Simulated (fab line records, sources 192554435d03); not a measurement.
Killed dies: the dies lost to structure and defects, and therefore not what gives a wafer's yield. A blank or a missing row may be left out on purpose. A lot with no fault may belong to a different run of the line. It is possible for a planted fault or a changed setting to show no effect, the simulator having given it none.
The tool behind it: which one? / flow n5 finfet / 10 lots, 30 wafers sampled, at 4 steps of a route of 1938

== WHAT THE GAUGES SHOWED, per wafer ==
N5_BEOL_M7_INSPECT_13: inspects for defects (brightfield). Usual: raw defect count at 439, with a standard deviation of 110.
lot=L670; measured=day 9 17:07; on=defect inspect-02; raw defect count=445 551 419; flag=
lot=L671; measured=day 9 17:59; on=defect inspect-01; raw defect count=384 354 301; flag=
lot=L674; measured=day 9 22:28; on=defect inspect-02; raw defect count=430 502 431; flag=
lot=L675; measured=day 10 12:34; on=defect inspect-02; raw defect count=232 410 272; flag=
lot=L678; measured=day 11 06:01; on=defect inspect-01; raw defect count=441 311 630; flag=
lot=L685; measured=day 13 01:30; on=defect inspect-01; raw defect count=435 468 471; flag=
lot=L686; measured=day 13 01:32; on=defect inspect-02; raw defect count=397 412 317; flag=
lot=L689; measured=day 14 09:20; on=defect inspect-01; raw defect count=471 375 469; flag=
lot=L691; measured=day 14 18:49; on=defect inspect-01; raw defect count=527 715 477; flag=
lot=L692; measured=day 15 04:04; on=defect inspect-02; raw defect count=601 558 514; flag=

N5_BEOL_M7_CD_MEAS_28: the cd target is 40 nm. Usual: cd nm at 39.97 nm, with a standard deviation of 0.21.
lot=L670; measured=day 9 18:02; on=cd sem-03; cd nm (nm)=40.11 39.61 40.37; flag=
lot=L671; measured=day 9 19:02; on=cd sem-03; cd nm (nm)=39.70 40.14 39.76; flag=
lot=L674; measured=day 10 00:49; on=cd sem-03; cd nm (nm)=40.14 40.16 39.70; flag=
lot=L675; measured=day 10 13:34; on=cd sem-01; cd nm (nm)=40.08 40.19 40.01; flag=
lot=L678; measured=day 11 08:38; on=cd sem-03; cd nm (nm)=39.98 39.90 39.74; flag=
lot=L685; measured=day 13 03:32; on=cd sem-01; cd nm (nm)=42.29 42.64 42.41; flag=OFF
lot=L686; measured=day 13 03:56; on=cd sem-02; cd nm (nm)=42.30 42.03 41.83; flag=OFF
lot=L689; measured=day 14 13:35; on=cd sem-02; cd nm (nm)=39.67 39.89 39.66; flag=
lot=L691; measured=day 14 19:56; on=cd sem-03; cd nm (nm)=40.09 40.27 40.23; flag=
lot=L692; measured=day 15 05:37; on=cd sem-01; cd nm (nm)=39.80 39.61 39.94; flag=

== TOOL THAT RAN EACH LOT (tool first, then ch and the chambers of the sampled wafers, then the start) ==
lot=L670; N5_BEOL_M7_HM_DEP_02=pvd sputter-01, day 9 16:34; N5_BEOL_M7_EXPOSE_25=euv scanner-01 ch 0, day 9 17:55
lot=L671; N5_BEOL_M7_HM_DEP_02=pvd sputter-01, day 9 17:25; N5_BEOL_M7_EXPOSE_25=euv scanner-02 ch 0, day 9 18:55
lot=L674; N5_BEOL_M7_HM_DEP_02=pvd sputter-01, day 9 21:55; N5_BEOL_M7_EXPOSE_25=euv scanner-01 ch 0, day 10 00:41
lot=L675; N5_BEOL_M7_HM_DEP_02=pvd sputter-02, day 10 12:00; N5_BEOL_M7_EXPOSE_25=euv scanner-01 ch 0, day 10 13:27
lot=L678; N5_BEOL_M7_HM_DEP_02=pvd sputter-03, day 11 05:28; N5_BEOL_M7_EXPOSE_25=euv scanner-02 ch 0, day 11 08:29
lot=L685; N5_BEOL_M7_HM_DEP_02=pvd sputter-01, day 13 00:14; N5_BEOL_M7_EXPOSE_25=euv scanner-01 ch 0, day 13 03:25
lot=L686; N5_BEOL_M7_HM_DEP_02=pvd sputter-01, day 13 00:56; N5_BEOL_M7_EXPOSE_25=euv scanner-01 ch 0, day 13 03:49
lot=L689; N5_BEOL_M7_HM_DEP_02=pvd sputter-02, day 14 08:47; N5_BEOL_M7_EXPOSE_25=euv scanner-02 ch 0, day 14 13:28
lot=L691; N5_BEOL_M7_HM_DEP_02=pvd sputter-01, day 14 18:23; N5_BEOL_M7_EXPOSE_25=euv scanner-02 ch 0, day 14 19:48
lot=L692; N5_BEOL_M7_HM_DEP_02=pvd sputter-01, day 15 03:38; N5_BEOL_M7_EXPOSE_25=euv scanner-02 ch 0, day 15 05:29
- N5_BEOL_M7_HM_DEP_02: deposits TiN, target thk 20 nm.
- N5_BEOL_M7_EXPOSE_25: exposes mask V6, target cd 40 nm.

== AS READ BY THE TOOLS THEMSELVES (means over the sampled wafers that have a number; for cases with no such wafer, the mark the record gives instead) ==
N5_BEOL_M7_HM_DEP_02. Usual: substrate temp c 25.00 C, standard deviation 0.11; throttle valve pct 30.3 %, standard deviation 0.95.
lot=L670; tool=pvd sputter-01; substrate temp c (C)=24.97; throttle valve pct (%)=30.9; flag=
lot=L671; tool=pvd sputter-01; substrate temp c (C)=24.99; throttle valve pct (%)=30.6; flag=
lot=L674; tool=pvd sputter-01; substrate temp c (C)=25.06; throttle valve pct (%)=30.7; flag=
lot=L675; tool=pvd sputter-02; substrate temp c (C)=25.08; throttle valve pct (%)=29.6; flag=
lot=L678; tool=pvd sputter-03; substrate temp c (C)=24.93; throttle valve pct (%)=29.8; flag=
lot=L685; tool=pvd sputter-01; substrate temp c (C)=25.05; throttle valve pct (%)=30.4; flag=
lot=L686; tool=pvd sputter-01; substrate temp c (C)=25.04; throttle valve pct (%)=30.6; flag=
lot=L689; tool=pvd sputter-02; substrate temp c (C)=24.99; throttle valve pct (%)=30.3; flag=
lot=L691; tool=pvd sputter-01; substrate temp c (C)=24.98; throttle valve pct (%)=29.6; flag=
lot=L692; tool=pvd sputter-01; substrate temp c (C)=25.06; throttle valve pct (%)=30.2; flag=

N5_BEOL_M7_EXPOSE_25. Usual: exposure dose mJ cm2 at 42.40, with a standard deviation of 0.075.
lot=L670; tool=euv scanner-01; exposure dose mJ cm2=42.46; flag=
lot=L671; tool=euv scanner-02; exposure dose mJ cm2=42.30; flag=
lot=L674; tool=euv scanner-01; exposure dose mJ cm2=42.36; flag=
lot=L675; tool=euv scanner-01; exposure dose mJ cm2=42.50; flag=
lot=L678; tool=euv scanner-02; exposure dose mJ cm2=42.32; flag=
lot=L685; tool=euv scanner-01; exposure dose mJ cm2=48.07; flag=OFF
lot=L686; tool=euv scanner-01; exposure dose mJ cm2=46.95; flag=OFF
lot=L689; tool=euv scanner-02; exposure dose mJ cm2=42.37; flag=
lot=L691; tool=euv scanner-02; exposure dose mJ cm2=42.30; flag=
lot=L692; tool=euv scanner-02; exposure dose mJ cm2=42.31; flag=

== THE ANSWER, worked out from the rows above alone ==
Rule: take the mean of a lot's wafers that have a number; if it is more than 3 standard deviations from the usual mean, the lot is off. Also off: a lot with no number at a reading for which 4 or more lots have one. Any other lot the step has rows for is counted as sound. The gauges are gone through in route order, then the tools' own readings, and for those a lot's mean is taken as printed above. At the first step where some lot is off, the reading lying furthest off is the one used; lots without a number count as furthest.
Off: L685, L686 (N5_BEOL_M7_CD_MEAS_28, cd nm).
A tool fits if, at a process step before that reading, it ran every lot that is off, and no sound lot after the first of them. The gauges at N5_BEOL_M7_CD_MEAS_28 aren't tried: what is off there is off at N5_BEOL_M7_EXPOSE_25 too, on other tools, and a gauge's error can't cause that. One fits: N5_BEOL_M7_EXPOSE_25 on euv scanner-01. A fault onset in the window from L675 (day 10 13:27, its last sound lot) to L685 (day 13 03:25, its first lot off) fits.
The tool's own readings at N5_BEOL_M7_EXPOSE_25 bear it out: on the lots that are off they differ by more than 5 times the standard deviation of the sound lots' means. exposure dose mJ cm2 reads 47.51 there against 42.37 on the sound lots.

== WHAT THE SIMULATOR HAD PUT IN ==
Drift in process parameters on euv scanner-01 at N5_BEOL_M7_EXPOSE_25, starting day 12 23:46. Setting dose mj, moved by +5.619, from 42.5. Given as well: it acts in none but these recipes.
Struck lots among those shown: L685, L686. The rule above reached the same finding.
